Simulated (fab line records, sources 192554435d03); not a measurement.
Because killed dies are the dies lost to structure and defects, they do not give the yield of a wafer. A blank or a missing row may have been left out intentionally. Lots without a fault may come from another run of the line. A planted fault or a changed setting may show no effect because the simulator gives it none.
Check for tools in common    flow n5-finfet    Sampled: 9 lots, 27 wafers

## REASON FOR OPENING
At N5_SD_EPI_P_INSPECT_26 the reading raw-defect-count is flagged on 2 of 9 lots. Fault-free wafers read 178, with a standard deviation of 35.
Rule: a lot is flagged in two cases, either no wafer of it has a number, or all its wafers with numbers fall more than 4 standard deviations from that mean. The other lots count as sound.

lot   measured     on                 raw-defect-count, wafer by wafer  flag
L599  day 4 00:14  defect-inspect-01  232 197 215                       
L605  day 5 12:56  defect-inspect-01  1321 1230 1305                    FLAGGED
L610  day 6 17:27  defect-inspect-02  1265 1259 1289                    FLAGGED
L613  day 7 11:22  defect-inspect-02  185 113 232                       
L616  day 8 03:49  defect-inspect-01  141 189 245                       
L617  day 8 09:40  defect-inspect-01  195 212 131                       
L618  day 8 16:13  defect-inspect-02  204 185 180                       
L619  day 9 00:11  defect-inspect-01  190 217 199                       
L620  day 9 03:10  defect-inspect-02  141 168 156                       
Average over the flagged lots: 1278; offset from the usual +1100, equal to +31 standard deviations.

## EACH LOT AND THE TOOL IT RAN ON
The record keeps 1 process step preceding the reading, out of 1938 steps on the route. In each cell: the tool, then ch and the chambers that the sampled wafers went through, then the start.
lot   flag     N5_SD_EPI_P_PRECLEAN_33
L599           wet-bench-05 ch 4,5,6, day 4 00:11
L605  FLAGGED  wet-bench-05 ch 1,5,6, day 5 12:52
L610  FLAGGED  wet-bench-05 ch 1,2,7, day 6 17:24
L613           wet-bench-04 ch 0,2,3, day 7 11:19
L616           wet-bench-04 ch 1,3,4, day 8 03:46
L617           wet-bench-04 ch 1,5,6, day 8 09:37
L618           wet-bench-04 ch 0,5,7, day 8 16:10
L619           wet-bench-04 ch 3,4,7, day 9 00:08
L620           wet-bench-05 ch 3,5,7, day 9 03:07
These steps, and what they do:
- N5_SD_EPI_P_PRECLEAN_33: cleans in SC2, time 45 s.
- N5_SD_EPI_P_INSPECT_26: inspects for defects (darkfield).

## FLAGGED AGAINST TOTAL, ONE TOOL AT A TIME (gauges that did the reading follow at the end)
step                     tool               lots run  flagged  share of the flagged lots  sound lots run after its first flagged lot
N5_SD_EPI_P_PRECLEAN_33  wet-bench-04       5         0        none                       -
N5_SD_EPI_P_PRECLEAN_33  wet-bench-05       4         2        all                        1 (L620)
N5_SD_EPI_P_INSPECT_26   defect-inspect-01  5         1        some                       3 (L616,L617,L619)
N5_SD_EPI_P_INSPECT_26   defect-inspect-02  4         1        some                       3 (L613,L618,L620)

## WHAT THE TABLE PERMITS
All flagged lots share 1 row of the table, namely wet-bench-05 at N5_SD_EPI_P_PRECLEAN_33.
- wet-bench-05 at N5_SD_EPI_P_PRECLEAN_33 ran 4 lots, 2 of them flagged. After the first flagged lot (L620), sound lots still ran on it; a lasting fault on the whole tool would not permit that.
None of the table's rows ran every flagged lot and, after the first, no sound lot.

## WHAT THE SIMULATOR PUT IN
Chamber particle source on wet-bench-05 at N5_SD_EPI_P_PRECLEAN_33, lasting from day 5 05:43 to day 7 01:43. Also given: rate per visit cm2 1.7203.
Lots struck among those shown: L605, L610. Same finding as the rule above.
